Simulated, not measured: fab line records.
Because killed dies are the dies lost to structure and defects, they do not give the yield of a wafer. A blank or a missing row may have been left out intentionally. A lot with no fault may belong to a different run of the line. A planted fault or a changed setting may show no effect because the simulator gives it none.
A sampling plan put to the test :: flow nand harc :: 32 faults told of in these records, all on one fab line, each judged by the records of the lots it struck
The plan consists of the line's own looks: route steps at which the wafer is read by a gauge or an inspection but not changed. A look is open to judgement when struck wafers have a number at it and the file gives its usual mean and standard deviation on fault-free wafers. Caught: the struck wafers' mean, at a look after the fault's first step, is 4 or more of those standard deviations (sigma) away from the usual mean. On the tool: the identical test, applied to the tool's own readings at the steps of the fault. It also counts as caught if the struck wafers ran another recipe or if their record alone is blank.

## THE FAULTS, as the simulator had put them in
1. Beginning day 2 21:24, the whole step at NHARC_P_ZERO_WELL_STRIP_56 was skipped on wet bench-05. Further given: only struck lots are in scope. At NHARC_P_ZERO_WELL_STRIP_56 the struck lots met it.
2. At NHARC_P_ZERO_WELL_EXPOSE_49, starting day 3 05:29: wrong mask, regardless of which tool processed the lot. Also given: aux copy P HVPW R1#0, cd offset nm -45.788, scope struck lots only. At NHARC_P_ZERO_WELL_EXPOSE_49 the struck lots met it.
3. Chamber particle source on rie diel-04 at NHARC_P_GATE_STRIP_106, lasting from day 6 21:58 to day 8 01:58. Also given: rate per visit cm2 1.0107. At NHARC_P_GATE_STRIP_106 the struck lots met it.
4. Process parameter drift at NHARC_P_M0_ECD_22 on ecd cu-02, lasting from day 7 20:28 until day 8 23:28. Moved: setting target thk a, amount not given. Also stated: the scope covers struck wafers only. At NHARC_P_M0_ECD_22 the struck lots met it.
5. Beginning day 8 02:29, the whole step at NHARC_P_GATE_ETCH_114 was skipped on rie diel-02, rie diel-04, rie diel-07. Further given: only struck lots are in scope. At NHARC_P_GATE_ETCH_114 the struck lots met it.
6. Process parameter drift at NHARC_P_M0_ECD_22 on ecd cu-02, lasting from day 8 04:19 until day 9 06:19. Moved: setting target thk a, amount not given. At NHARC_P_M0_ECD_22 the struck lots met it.
7. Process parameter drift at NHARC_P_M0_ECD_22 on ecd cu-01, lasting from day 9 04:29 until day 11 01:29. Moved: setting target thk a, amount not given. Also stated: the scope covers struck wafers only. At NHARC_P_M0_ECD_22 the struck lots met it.
8. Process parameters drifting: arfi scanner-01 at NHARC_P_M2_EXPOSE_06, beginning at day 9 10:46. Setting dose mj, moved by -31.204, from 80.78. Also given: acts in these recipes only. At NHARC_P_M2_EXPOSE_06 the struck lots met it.
9. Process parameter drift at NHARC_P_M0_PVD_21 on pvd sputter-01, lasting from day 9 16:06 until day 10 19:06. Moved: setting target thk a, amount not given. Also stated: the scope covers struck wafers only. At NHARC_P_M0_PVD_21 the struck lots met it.
10. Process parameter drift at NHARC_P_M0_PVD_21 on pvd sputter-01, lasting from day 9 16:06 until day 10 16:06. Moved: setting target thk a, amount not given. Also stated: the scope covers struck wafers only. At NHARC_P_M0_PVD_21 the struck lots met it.
11. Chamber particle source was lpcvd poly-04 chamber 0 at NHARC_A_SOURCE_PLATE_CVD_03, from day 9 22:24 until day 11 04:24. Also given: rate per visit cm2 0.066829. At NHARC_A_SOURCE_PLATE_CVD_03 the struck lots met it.
12. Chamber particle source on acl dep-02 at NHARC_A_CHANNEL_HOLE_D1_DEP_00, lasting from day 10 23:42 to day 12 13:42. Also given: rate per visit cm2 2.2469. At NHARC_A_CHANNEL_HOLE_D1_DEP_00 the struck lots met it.
13. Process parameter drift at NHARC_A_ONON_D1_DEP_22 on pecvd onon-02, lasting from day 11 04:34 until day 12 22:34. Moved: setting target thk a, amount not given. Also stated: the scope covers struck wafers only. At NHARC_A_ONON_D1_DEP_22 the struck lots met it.
14. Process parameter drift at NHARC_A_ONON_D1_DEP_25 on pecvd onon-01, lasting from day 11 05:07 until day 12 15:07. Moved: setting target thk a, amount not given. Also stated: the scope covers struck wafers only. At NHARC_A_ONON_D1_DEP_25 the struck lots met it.
15. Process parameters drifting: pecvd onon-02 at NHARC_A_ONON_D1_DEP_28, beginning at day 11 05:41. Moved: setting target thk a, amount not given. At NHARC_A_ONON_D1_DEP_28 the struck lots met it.
16. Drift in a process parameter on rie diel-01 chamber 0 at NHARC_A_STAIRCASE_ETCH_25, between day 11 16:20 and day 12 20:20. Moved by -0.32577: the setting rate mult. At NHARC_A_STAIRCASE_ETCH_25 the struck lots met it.
17. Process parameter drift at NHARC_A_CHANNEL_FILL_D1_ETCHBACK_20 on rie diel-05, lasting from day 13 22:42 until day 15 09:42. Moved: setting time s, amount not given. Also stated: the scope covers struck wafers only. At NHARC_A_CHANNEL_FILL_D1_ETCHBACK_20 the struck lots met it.
18. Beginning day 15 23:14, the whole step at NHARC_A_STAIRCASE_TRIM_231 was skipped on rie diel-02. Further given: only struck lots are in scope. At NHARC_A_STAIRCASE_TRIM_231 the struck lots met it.
19. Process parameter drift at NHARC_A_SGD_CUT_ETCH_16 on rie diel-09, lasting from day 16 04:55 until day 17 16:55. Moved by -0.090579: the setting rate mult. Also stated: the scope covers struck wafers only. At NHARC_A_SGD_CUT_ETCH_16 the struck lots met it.
20. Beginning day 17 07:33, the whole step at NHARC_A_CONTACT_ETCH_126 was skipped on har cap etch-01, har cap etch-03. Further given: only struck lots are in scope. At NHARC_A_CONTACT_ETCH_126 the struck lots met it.
21. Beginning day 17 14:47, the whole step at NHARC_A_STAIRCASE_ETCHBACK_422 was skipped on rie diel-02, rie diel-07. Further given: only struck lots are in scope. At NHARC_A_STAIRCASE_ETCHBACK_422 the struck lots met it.
22. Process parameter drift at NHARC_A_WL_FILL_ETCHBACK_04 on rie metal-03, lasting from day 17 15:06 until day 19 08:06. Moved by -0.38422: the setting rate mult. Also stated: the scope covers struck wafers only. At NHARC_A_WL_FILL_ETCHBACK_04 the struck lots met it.
23. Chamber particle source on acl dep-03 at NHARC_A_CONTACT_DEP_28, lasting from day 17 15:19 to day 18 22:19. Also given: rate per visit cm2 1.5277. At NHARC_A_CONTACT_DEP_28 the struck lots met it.
24. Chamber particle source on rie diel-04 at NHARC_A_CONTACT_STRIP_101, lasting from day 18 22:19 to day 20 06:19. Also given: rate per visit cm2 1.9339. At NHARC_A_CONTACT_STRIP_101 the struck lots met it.
25. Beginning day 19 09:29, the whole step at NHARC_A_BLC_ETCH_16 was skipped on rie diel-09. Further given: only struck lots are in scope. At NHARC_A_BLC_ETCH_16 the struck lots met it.
26. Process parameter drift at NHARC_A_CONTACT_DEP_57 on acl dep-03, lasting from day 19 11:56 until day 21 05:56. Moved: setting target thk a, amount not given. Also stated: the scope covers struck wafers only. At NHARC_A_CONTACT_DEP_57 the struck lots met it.
27. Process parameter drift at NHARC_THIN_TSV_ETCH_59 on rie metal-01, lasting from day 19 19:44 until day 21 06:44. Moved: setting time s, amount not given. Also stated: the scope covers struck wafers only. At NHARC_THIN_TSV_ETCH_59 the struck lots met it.
28. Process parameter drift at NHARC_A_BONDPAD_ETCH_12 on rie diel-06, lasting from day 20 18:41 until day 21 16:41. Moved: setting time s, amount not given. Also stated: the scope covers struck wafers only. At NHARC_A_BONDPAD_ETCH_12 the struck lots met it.
29. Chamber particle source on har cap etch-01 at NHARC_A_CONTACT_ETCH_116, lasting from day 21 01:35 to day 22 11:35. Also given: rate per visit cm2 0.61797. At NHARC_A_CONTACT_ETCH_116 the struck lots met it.
30. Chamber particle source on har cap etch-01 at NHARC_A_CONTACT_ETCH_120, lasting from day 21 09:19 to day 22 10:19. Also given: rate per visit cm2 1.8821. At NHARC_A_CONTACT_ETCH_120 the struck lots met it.
31. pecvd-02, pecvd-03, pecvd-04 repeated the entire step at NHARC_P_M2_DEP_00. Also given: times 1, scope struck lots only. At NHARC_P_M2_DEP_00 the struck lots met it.
32. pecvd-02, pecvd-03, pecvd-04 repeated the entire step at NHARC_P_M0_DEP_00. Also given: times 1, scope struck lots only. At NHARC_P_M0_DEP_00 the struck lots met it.

## WHAT THE PLAN SAW
fault: 1
on the tool itself: the tool's record is blank for the struck wafers
first look that catches it: NHARC_END_SORT_01
reading, sigma: killed at periphery +99 or beyond
median hours from its first step to that look: 420.5
hours from the fault's start to the first struck lot there: 423
judged looks passed uncaught: 0

fault: 2
on the tool itself: no reading that can be judged
first look that catches it: NHARC_P_ZERO_WELL_CD_MEAS_52
reading, sigma: cd nm -21
median hours from its first step to that look: 0.2
hours from the fault's start to the first struck lot there: 6
judged looks passed uncaught: 0

fault: 3
on the tool itself: no reading that can be judged
first look that catches it: NHARC_P_GATE_INSPECT_68
reading, sigma: raw defect count +7.7
median hours from its first step to that look: 18.8
hours from the fault's start to the first struck lot there: 29
judged looks passed uncaught: 1

fault: 4
on the tool itself: no reading that can be judged
first look that catches it: none of the 2 looks that can be judged after it
reading, sigma: -
median hours from its first step to that look: -
hours from the fault's start to the first struck lot there: -
judged looks passed uncaught: 2

fault: 5
on the tool itself: the tool's record is blank for the struck wafers
first look that catches it: NHARC_END_SORT_01
reading, sigma: killed at periphery +99 or beyond
median hours from its first step to that look: 365.1
hours from the fault's start to the first struck lot there: 348
judged looks passed uncaught: 0

fault: 6
on the tool itself: no reading that can be judged
first look that catches it: NHARC_END_SORT_01
reading, sigma: killed at periphery +99 or beyond
median hours from its first step to that look: 331.7
hours from the fault's start to the first struck lot there: 330
judged looks passed uncaught: 0

fault: 7
on the tool itself: no reading that can be judged
first look that catches it: no look after it can be judged
reading, sigma: -
median hours from its first step to that look: -
hours from the fault's start to the first struck lot there: -
judged looks passed uncaught: 0

fault: 8
on the tool itself: exposure dose mJ cm2 -99 or beyond sigma
first look that catches it: NHARC_P_M2_CD_MEAS_09
reading, sigma: cd nm -31
median hours from its first step to that look: 0.1
hours from the fault's start to the first struck lot there: 1
judged looks passed uncaught: 0

fault: 9
on the tool itself: under 2 sigma
first look that catches it: NHARC_END_SORT_01
reading, sigma: killed at periphery +99 or beyond
median hours from its first step to that look: 341.9
hours from the fault's start to the first struck lot there: 355
judged looks passed uncaught: 0

fault: 10
on the tool itself: under 2 sigma
first look that catches it: NHARC_END_SORT_01
reading, sigma: killed at periphery +99 or beyond
median hours from its first step to that look: 335.4
hours from the fault's start to the first struck lot there: 345
judged looks passed uncaught: 0

fault: 11
on the tool itself: no reading that can be judged
first look that catches it: not the one look that can be judged after it
reading, sigma: strongest: killed dies at NHARC_END_SORT_01, +3.6
median hours from its first step to that look: -
hours from the fault's start to the first struck lot there: -
judged looks passed uncaught: 1

fault: 12
on the tool itself: under 2 sigma
first look that catches it: NHARC_A_CHANNEL_HOLE_D1_INSPECT_12
reading, sigma: raw defect count +99 or beyond
median hours from its first step to that look: 2.7
hours from the fault's start to the first struck lot there: 12
judged looks passed uncaught: 1

fault: 13
on the tool itself: no reading that can be judged
first look that catches it: NHARC_A_ONON_D1_THK_MEAS_24
reading, sigma: thk nm -31
median hours from its first step to that look: 0.5
hours from the fault's start to the first struck lot there: 0
judged looks passed uncaught: 0

fault: 14
on the tool itself: no reading that can be judged
first look that catches it: NHARC_A_ONON_D1_THK_MEAS_27
reading, sigma: thk nm +56
median hours from its first step to that look: 0.4
hours from the fault's start to the first struck lot there: 0
judged looks passed uncaught: 0

fault: 15
on the tool itself: no reading that can be judged
first look that catches it: NHARC_A_ONON_D1_THK_MEAS_30
reading, sigma: thk nm +40
median hours from its first step to that look: 0.5
hours from the fault's start to the first struck lot there: 0
judged looks passed uncaught: 0

fault: 16
on the tool itself: oes product au -12 sigma
first look that catches it: NHARC_END_SORT_01
reading, sigma: killed at array +58
median hours from its first step to that look: 203.5
hours from the fault's start to the first struck lot there: 221
judged looks passed uncaught: 0

fault: 17
on the tool itself: run length s -13 sigma
first look that catches it: NHARC_END_SORT_01
reading, sigma: killed at array +58
median hours from its first step to that look: 251.9
hours from the fault's start to the first struck lot there: 254
judged looks passed uncaught: 0

fault: 18
on the tool itself: the tool's record is blank for the struck wafers
first look that catches it: NHARC_END_SORT_01
reading, sigma: killed dies +58
median hours from its first step to that look: 210.2
hours from the fault's start to the first struck lot there: 218
judged looks passed uncaught: 0

fault: 19
on the tool itself: oes product au -5.1 sigma
first look that catches it: NHARC_END_SORT_01
reading, sigma: killed dies +47
median hours from its first step to that look: 133.2
hours from the fault's start to the first struck lot there: 156
judged looks passed uncaught: 0

fault: 20
on the tool itself: the tool's record is blank for the struck wafers
first look that catches it: NHARC_END_SORT_01
reading, sigma: killed dies +58
median hours from its first step to that look: 68.2
hours from the fault's start to the first struck lot there: 67
judged looks passed uncaught: 0

fault: 21
on the tool itself: the tool's record is blank for the struck wafers
first look that catches it: NHARC_END_SORT_01
reading, sigma: killed at array +58
median hours from its first step to that look: 143.5
hours from the fault's start to the first struck lot there: 154
judged looks passed uncaught: 0

fault: 22
on the tool itself: oes product au -19 sigma
first look that catches it: NHARC_END_SORT_01
reading, sigma: killed dies +58
median hours from its first step to that look: 112.5
hours from the fault's start to the first struck lot there: 116
judged looks passed uncaught: 0

fault: 23
on the tool itself: under 2 sigma
first look that catches it: NHARC_A_CONTACT_INSPECT_44
reading, sigma: raw defect count +62
median hours from its first step to that look: 2.5
hours from the fault's start to the first struck lot there: 23
judged looks passed uncaught: 0

fault: 24
on the tool itself: no reading that can be judged
first look that catches it: NHARC_END_SORT_01
reading, sigma: killed dies +8.3
median hours from its first step to that look: 75.0
hours from the fault's start to the first struck lot there: 76
judged looks passed uncaught: 1

fault: 25
on the tool itself: the tool's record is blank for the struck wafers
first look that catches it: NHARC_END_SORT_01
reading, sigma: killed at array +58
median hours from its first step to that look: 53.5
hours from the fault's start to the first struck lot there: 53
judged looks passed uncaught: 0

fault: 26
on the tool itself: under 2 sigma
first look that catches it: NHARC_END_SORT_01
reading, sigma: killed at array +15
median hours from its first step to that look: 71.4
hours from the fault's start to the first struck lot there: 65
judged looks passed uncaught: 0

fault: 27
on the tool itself: run length s -99 or beyond sigma
first look that catches it: NHARC_END_SORT_01
reading, sigma: killed at other +99 or beyond
median hours from its first step to that look: 9.4
hours from the fault's start to the first struck lot there: 17
judged looks passed uncaught: 0

fault: 28
on the tool itself: run length s -99 or beyond sigma
first look that catches it: NHARC_END_SORT_01
reading, sigma: sort_bin_2_pct +99 or beyond
median hours from its first step to that look: 30.7
hours from the fault's start to the first struck lot there: 33
judged looks passed uncaught: 0

fault: 29
on the tool itself: no reading that can be judged
first look that catches it: NHARC_END_SORT_01
reading, sigma: killed at array +6.4
median hours from its first step to that look: 79.6
hours from the fault's start to the first struck lot there: 82
judged looks passed uncaught: 0

fault: 30
on the tool itself: no reading that can be judged
first look that catches it: NHARC_END_SORT_01
reading, sigma: killed at array +8.3
median hours from its first step to that look: 80.5
hours from the fault's start to the first struck lot there: 80
judged looks passed uncaught: 1

fault: 31
on the tool itself: no reading that can be judged
first look that catches it: NHARC_END_SORT_01
reading, sigma: killed at periphery +99 or beyond
median hours from its first step to that look: 317.4
hours from the fault's start to the first struck lot there: -
judged looks passed uncaught: 0

fault: 32
on the tool itself: no reading that can be judged
first look that catches it: NHARC_END_SORT_01
reading, sigma: killed at periphery +99 or beyond
median hours from its first step to that look: 329.1
hours from the fault's start to the first struck lot there: -
judged looks passed uncaught: 0
Dash: fault not caught, or number not given in these records.

Caught at a look: 29 of 32. Caught on the tool: 13 of 32. By one or the other: 29 of 32.
Caught at a look alone: faults 2, 3, 6, 9, 10, 12, 13, 14, 15, 23, 24, 26, 29, 30, 31, 32.
Caught by neither: faults 4, 7, 11.

## THINNER SAMPLING
If the look that catches a fault measured only every second or every third lot, by lot number, the first struck lot would be measured this late in the worst case:
fault: 1
struck lots at that look, in order of time: L337, L339
every lot: 423 h
every second lot: may miss all 2
every third lot: may miss all 2

fault: 2
struck lots at that look, in order of time: L738
every lot: 6 h
every second lot: may miss it
every third lot: may miss it

fault: 3
struck lots at that look, in order of time: L973, L974
every lot: 29 h
every second lot: 30 h
every third lot: may miss all 2

fault: 5
struck lots at that look, in order of time: L813, L816, L815
every lot: 348 h
every second lot: 383 h
every third lot: may miss all 3

fault: 6
struck lots at that look, in order of time: L855, L857
every lot: 330 h
every second lot: may miss all 2
every third lot: may miss all 2

fault: 8
struck lots at that look, in order of time: L485, L486
every lot: 1 h
every second lot: 1 h
every third lot: may miss all 2

fault: 9
struck lots at that look, in order of time: L421
every lot: 355 h
every second lot: may miss it
every third lot: may miss it

fault: 10
struck lots at that look, in order of time: L861
every lot: 345 h
every second lot: may miss it
every third lot: may miss it

fault: 12
struck lots at that look, in order of time: L858, L861
every lot: 12 h
every second lot: 35 h
every third lot: may miss all 2

fault: 13
struck lots at that look, in order of time: L853
every lot: 0 h
every second lot: may miss it
every third lot: may miss it

fault: 14
struck lots at that look, in order of time: L254, L257
every lot: 0 h
every second lot: 25 h
every third lot: may miss all 2

fault: 15
struck lots at that look, in order of time: L259, L258
every lot: 0 h
every second lot: 1 h
every third lot: may miss all 2

fault: 16
struck lots at that look, in order of time: L328
every lot: 221 h
every second lot: may miss it
every third lot: may miss it

fault: 17
struck lots at that look, in order of time: L615, L618, L619
every lot: 254 h
every second lot: 267 h
every third lot: may miss all 3

fault: 18
struck lots at that look, in order of time: L954, L955
every lot: 218 h
every second lot: 219 h
every third lot: may miss all 2

fault: 19
struck lots at that look, in order of time: L511
every lot: 156 h
every second lot: may miss it
every third lot: may miss it

fault: 20
struck lots at that look, in order of time: L478, L479
every lot: 67 h
every second lot: 77 h
every third lot: may miss all 2

fault: 21
struck lots at that look, in order of time: L369, L368, L370
every lot: 154 h
every second lot: 154 h
every third lot: 165 h

fault: 22
struck lots at that look, in order of time: L854, L855
every lot: 116 h
every second lot: 122 h
every third lot: may miss all 2

fault: 23
struck lots at that look, in order of time: L298, L299
every lot: 23 h
every second lot: 26 h
every third lot: may miss all 2

fault: 24
struck lots at that look, in order of time: L374, L371, L372
every lot: 76 h
every second lot: 80 h
every third lot: may miss all 3

fault: 25
struck lots at that look, in order of time: L454, L455
every lot: 53 h
every second lot: 61 h
every third lot: may miss all 2

fault: 26
struck lots at that look, in order of time: L454, L452, L455
every lot: 65 h
every second lot: 110 h
every third lot: may miss all 3

fault: 27
struck lots at that look, in order of time: L859, L862
every lot: 17 h
every second lot: 25 h
every third lot: may miss all 2

fault: 28
struck lots at that look, in order of time: L741
every lot: 33 h
every second lot: may miss it
every third lot: may miss it

fault: 29
struck lots at that look, in order of time: L451, L453, L454
every lot: 82 h
every second lot: 96 h
every third lot: may miss all 3

fault: 30
struck lots at that look, in order of time: L215, L216
every lot: 80 h
every second lot: 88 h
every third lot: may miss all 2
Hours are from the fault's start to the first struck lot that is measured. The limit of 4 sigma was tested on all struck wafers together, so one lot alone may lie under it. Other struck lots may not be in these records.

## THE LONGEST TIMED WAY FROM STEP TO LOOK
In fault 1, a median of 420.5 hours elapses between NHARC_P_ZERO_WELL_STRIP_56 and NHARC_END_SORT_01. No look between them can be judged.
